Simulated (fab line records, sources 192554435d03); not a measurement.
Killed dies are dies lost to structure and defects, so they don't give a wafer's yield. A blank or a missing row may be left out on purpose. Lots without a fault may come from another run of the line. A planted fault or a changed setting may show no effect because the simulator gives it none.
Split-lot experiment | flow n5_finfet | 7 lots, 21 wafers read, on a route of 1938 steps

THE SPLIT
At N5_PASSIVATION_EXPOSE_07 (exposes mask TV, defocus 0 nm, target cd 3000 nm), the setting dose_mj was moved away from the recipe's 22.75 on 9 of the 21 wafers read, by -1.9% to +7.4%. The other wafers ran this setting at the recipe's value.

FROM THE SPLIT TO THE READING: what the file shows between them, 3 steps
- N5_PASSIVATION_PEB_08
- N5_PASSIVATION_DEVELOP_09: develop time 60 s
- N5_PASSIVATION_HARDBAKE_11: time 120 s

THE READING
cd_nm, in nm, at N5_PASSIVATION_CD_MEAS_10 (target cd 3000 nm). Fault-free wafers of this fab line usually give 3000.3 nm, standard deviation 2.1 nm.

wafer  | tool, chamber at the split | dose_mj as run | against the recipe | cd_nm, nm | against lot-mates on the recipe
L074.2 | krf_scanner-01, 0          | 22.75          | recipe             | 3003.9    | -
L074.5 | krf_scanner-01, 0          | 22.75          | recipe             | 3000.0    | -
L074.6 | krf_scanner-01, 0          | 22.75          | recipe             | 3002.7    | -
L077.1 | krf_scanner-01, 0          | 24.44          | +7.4%              | 3013.2    | +16.8
L077.3 | krf_scanner-01, 0          | 24.44          | +7.4%              | 3012.7    | +16.3
L077.4 | krf_scanner-01, 0          | 22.75          | recipe             | 2996.4    | -
L079.3 | krf_scanner-01, 0          | 22.75          | recipe             | 2999.5    | -
L079.5 | krf_scanner-01, 0          | 22.31          | -1.9%              | 2999.1    | -0.4
L079.6 | krf_scanner-01, 0          | 22.31          | -1.9%              | 2996.6    | -2.9
L080.2 | krf_scanner-01, 0          | 22.75          | recipe             | 3001.4    | -
L080.3 | krf_scanner-01, 0          | 24.14          | +6.1%              | 3011.7    | +10.3
L080.5 | krf_scanner-01, 0          | 24.14          | +6.1%              | 3010.9    | +9.5
L090.4 | krf_scanner-01, 0          | 22.75          | recipe             | 3002.2    | -
L090.5 | krf_scanner-01, 0          | 22.75          | recipe             | 3001.0    | -
L090.6 | krf_scanner-01, 0          | 24.44          | +7.4%              | 3014.5    | +12.9
L093.3 | krf_scanner-02, 0          | 22.75          | recipe             | 2998.4    | -
L093.5 | krf_scanner-02, 0          | 23.8           | +4.6%              | 3008.6    | +10.2
L093.6 | krf_scanner-02, 0          | 23.8           | +4.6%              | 3011.2    | +12.8
L097.1 | krf_scanner-01, 0          | 22.75          | recipe             | 2997.6    | -
L097.3 | krf_scanner-01, 0          | 22.75          | recipe             | 2998.5    | -
L097.4 | krf_scanner-01, 0          | 22.75          | recipe             | 3002.0    | -

THE FIT
A straight line over all 21 wafers: cd_nm changes by +1.78 nm for each +1% of dose_mj; r = +0.95; the points scatter about the line by 1.9 nm.
The same after taking each lot's own level away (the mean of its wafers on the recipe; 21 wafers): +1.92 nm for each +1%; r = +0.96; scatter 1.8 nm.
On that fit, the largest move of dose_mj shifts the reading by 14 nm.
The lots' own levels span 2996.40 to 3002.20 nm, that is 2.8 times the standard deviation above.
So the lot-to-lot level changes the slope little: the two slopes agree.
Check: with one of the wafers moved furthest among these (+7.4%) left out of the fit, the line predicts +14.2 nm for it against its lot-mates. It came out at +16.8 nm against them.

OTHER SPLITS ON THESE WAFERS
These wafers also went through other splits before the reading. Each is held against what the fit with the lots' levels taken away leaves over:
other split on the same wafers | wafers away from the commonest value | r with cd_nm (lot level and that fit taken away)
N5_BEOL_M14_ILD_DEP_00 time_s  | 6                                    | +0.47
N5_BEOL_M14_EXPOSE_07 dose_mj  | 7                                    | +0.36
N5_BEOL_M15_COAT_22 spin_rpm   | 8                                    | -0.39
N5_BEOL_M15_PEB_26 peb_time_s  | 8                                    | -0.58
N5_MIM_BOT_ETCH_ETCH_04 time_s | 6                                    | +0.12

THE WHOLE CHAIN: every reading that the file lists as answering this split, in the file's order
step                      | what it does             | reading                                                         | change (the file's fit)              | r (the file's)
N5_PASSIVATION_CD_MEAS_10 | target cd 3000 nm        | cd_nm                                                           | +1.94 nm for each +1% of the setting | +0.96
N5_PASSIVATION_DESCUM_12  | chemistry O2, time 7.9 s | TV_LITHO.cd_nm (the simulator's own value, which no gauge read) | +1.92 nm for each +1% of the setting | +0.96

THE FILE'S OWN FIT
cd_nm changes by +1.94 nm for each +1% of dose_mj, r = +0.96.
